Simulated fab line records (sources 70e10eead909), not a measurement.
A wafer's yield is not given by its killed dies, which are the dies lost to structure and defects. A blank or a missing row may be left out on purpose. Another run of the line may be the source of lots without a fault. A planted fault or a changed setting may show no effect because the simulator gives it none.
Matching of chambers | flow nand harc | NHARC_A_ONON_D2_DEP_33 on pecvd-01 has 3 sister chambers
The step deposits SiO2, target thk 200 nm. 6 wafers are shown with their chamber, then 7 later ones without.

## WAFERS WITH THEIR CHAMBER
wafer  | chamber | heater power w (W) | throttle valve pct (%)
L081.5 | 1       | 739                | 15.9
L082.5 | 2       | 565                | 15.5
L084.5 | 1       | 674                | 16.2
L084.6 | 0       | 651                | 16.1
L090.3 | 0       | 629                | 16.2
L090.5 | 2       | 434                | 15.7

## WAFERS MISSING THEIR CHAMBER
wafer  | heater power w (W) | throttle valve pct (%)
L090.6 | 616                | 16.5
L092.1 | 557                | 15.5
L092.3 | 699                | 16.1
L092.4 | 568                | 15.6
L097.1 | 751                | 15.7
L097.3 | 511                | 16.1
L097.5 | 593                | 15.7

## THE CHAMBER EACH PASSED THROUGH
wafer  | from the rows above          | in truth
L090.6 | can't be placed: 0 or 1      | 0
L092.1 | 2                            | 2
L092.3 | can't be placed: 1 or 0      | 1
L092.4 | 2                            | 2
L097.1 | can't be placed: 1 or 0 or 2 | 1
L097.3 | can't be placed: 0 or 1 or 2 | 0
L097.5 | can't be placed: 2 or 1 or 0 | 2
Correct placement for 2 of the 7. Can't be placed from these rows: 5 (the true chamber is among the candidates in 5). Placed wrongly: 0.
How it was worked out, from the rows above alone: a wafer's distance from a chamber is the root of the sum, over the readings, of the square of ((its reading less the chamber's mean) divided by the reading's scatter). If the next closest chamber is less than 2 further off than the closest, the wafer can't be placed; otherwise it belongs to the closest. For every chamber, the mean is computed from those of its wafers that are shown. The scatter: take each reading less its chamber's mean, square it, sum over the shown wafers, divide by the number of wafers less the number of chambers, and take the root.
